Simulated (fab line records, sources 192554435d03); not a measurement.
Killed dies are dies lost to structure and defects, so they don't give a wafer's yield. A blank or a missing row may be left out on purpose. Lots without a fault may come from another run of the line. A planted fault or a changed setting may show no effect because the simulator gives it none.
Chamber matching | flow n5_finfet | N5_BEOL_M0_SAQP_PECVD_03 on pecvd-03: 3 sister chambers
The step deposits SiCN from 3MS/NH3, target thk 12 nm, time 21.1 s. 3 wafers are shown with their chamber, then 11 later ones without.

WAFERS WITH THEIR CHAMBER
wafer  | chamber | showerhead_plenum_p_Torr (Torr)
L084.5 | 2       | 3.652
L085.4 | 0       | 3.680
L089.1 | 1       | 3.663

WAFERS WITHOUT THEIR CHAMBER
wafer  | showerhead_plenum_p_Torr (Torr)
L089.3 | 3.666
L089.5 | 3.653
L090.2 | 3.654
L090.3 | 3.644
L090.4 | 3.676
L092.1 | 3.669
L092.3 | 3.663
L092.6 | 3.687
L095.3 | 3.664
L095.5 | 3.658
L095.6 | 3.660

WHICH CHAMBER EACH WENT THROUGH
wafer  | from the rows above     | in truth
L089.3 | 1                       | 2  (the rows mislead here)
L089.5 | 2                       | 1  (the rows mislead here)
L090.2 | can't be placed: 2 or 1 | 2
L090.3 | 2                       | 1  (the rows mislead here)
L090.4 | 0                       | 0
L092.1 | can't be placed: 1 or 0 | 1
L092.3 | 1                       | 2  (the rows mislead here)
L092.6 | 0                       | 0
L095.3 | 1                       | 1
L095.5 | can't be placed: 1 or 2 | 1
L095.6 | can't be placed: 1 or 2 | 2
Placed correctly: 3 of 11. Can't be placed from these rows: 4 (the true chamber is among the candidates in 4). Placed wrongly: 4.
How it was worked out, from the rows above alone: a wafer's distance from a chamber is the root of the sum, over the readings, of the square of ((its reading less the chamber's mean) divided by the reading's scatter). The wafer belongs to the nearest chamber; if the next one is less than 2 further off, it can't be placed. A chamber's mean is the mean of its shown wafers. The scatter: with one shown wafer a chamber, the root of the mean of the squares of how far each hidden wafer lies from its nearest shown one.
